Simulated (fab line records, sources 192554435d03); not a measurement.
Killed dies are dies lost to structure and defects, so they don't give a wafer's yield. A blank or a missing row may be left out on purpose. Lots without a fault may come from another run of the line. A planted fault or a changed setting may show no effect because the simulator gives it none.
Problem report in the 8D (eight disciplines) form, filled by code | flow n5_finfet | the parts of the form that need people (team, actions taken, sign-off) are left out

1. THE PROBLEM
raw_defect_count at N5_FIN_CUT_INSPECT_17 reads a mean of 604 on 2 wafers of 2 lots; wafers without a fault read 232 with a standard deviation of 66. That is +5.6 standard deviations from the usual mean.
The step: inspects for defects (brightfield).
First seen on wafer L603.3, day 4 10:09, on defect_inspect-02. The record holds 28 wafers of 10 lots with a number at this step. Rule for "out", or "out of limits": more than 4 standard deviations from the usual mean. The other wafers with a number count as sound.

2. WHAT IT IS AND WHAT IT IS NOT
question                    | is                | is not
which readings at this step | raw_defect_count  | -
which lots                  | L603, L604        | L595, L596, L597, L599, L600, L606, L616, L617
which wafers of those lots  | L603.3, L604.5    | L603.5, L603.6, L604.2, L604.6
read on which gauges        | defect_inspect-02 | defect_inspect-01
when                        | from day 4 10:09  | up to then (15 sound wafers); but 11 sound wafers of L604, L606, L616, L617 came after

3. SUSPECTS, AND WHAT RULES EACH OUT
Counting: a tool at a process step up to the reading stays a suspect if it ran every lot that is out. Sound lots after the first of them don't rule it out here, since some wafers of a struck lot are sound.
- the gauge at N5_FIN_CUT_INSPECT_17: ruled out. All the wafers that are out were read on defect_inspect-02, but those of them that N5_PASSIVATION_PROBE_49 has rows for are out there too, on other tools.
- rie_diel-06 at N5_FIN_SAQP_ETCH_34 (etches SiO2 in C4F6/O2, target depth 45 nm, time 15 s): kept. It ran every lot that is out, first L603 (day 4 08:20); its last sound lot up to then is L600 (day 3 14:03).
- rie_diel-02 at N5_FIN_CUT_ETCH_20 (etches SiARC in CF4, target depth 26 nm, time 43.3 s): kept. It ran every lot that is out, first L603 (day 4 09:17); its last sound lot up to then is L600 (day 3 15:08).
- rie_diel-02 at N5_FIN_CUT_STRIP_24 (strips in CF4): kept. It ran every lot that is out, first L603 (day 4 09:38); its last sound lot up to then is L600 (day 3 15:29).
- Within rie_diel-02 at N5_FIN_CUT_ETCH_20: the wafers that are out ran in chamber 2; their sound lot-mates ran in chambers 0, 3.
- Within rie_diel-02 at N5_FIN_CUT_STRIP_24: the wafers that are out ran in chamber 2; their sound lot-mates ran in chambers 0, 3.
Left after counting: rie_diel-06 at N5_FIN_SAQP_ETCH_34, rie_diel-02 at N5_FIN_CUT_ETCH_20, rie_diel-02 at N5_FIN_CUT_STRIP_24.

4. THE CAUSE (what the simulator had put in)
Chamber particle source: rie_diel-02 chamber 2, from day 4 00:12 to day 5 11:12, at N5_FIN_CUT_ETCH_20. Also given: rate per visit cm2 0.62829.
Counting left 3 suspects, and this tool is among them.

5. THE CHAIN OF EFFECTS, in route order
Each row: a reading whose mean over the struck wafers that have a number lies more than 3 standard deviations from the usual. Only readings for which the record gives a usual standard deviation are gone through. hours: the time from each lot's start at the first step in this table that gives one to its start at this step, as a median over the lots. sigmas: the change in usual standard deviations.
hours | step                    | reading             | usual | on struck wafers | change | sigmas
0     | N5_FIN_CUT_INSPECT_17   | raw_defect_count    | 232   | 604              | +372   | +5.6
274   | N5_PASSIVATION_PROBE_49 | killed_at_front_end | 38    | 154              | +116   | +10
274   | N5_PASSIVATION_PROBE_49 | killed_dies         | 104   | 208              | +104   | +5.5
The process steps in it:
- N5_PASSIVATION_PROBE_49

6. WHAT WOULD HAVE CAUGHT IT SOONER
In this record the first reading out of limits at a measuring or inspecting step was taken at day 4 10:09, 10 hours after the fault began at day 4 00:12.
Of the tool readings at N5_FIN_CUT_ETCH_20 for which the record gives a usual standard deviation, none was out on any struck wafer, so an alarm limit of 4 standard deviations on them would not have fired.
Of the lots that are out (2), L604 began N5_FIN_CUT_ETCH_20 on rie_diel-02 after day 4 10:09. A hold on the tool at that time would have spared it.
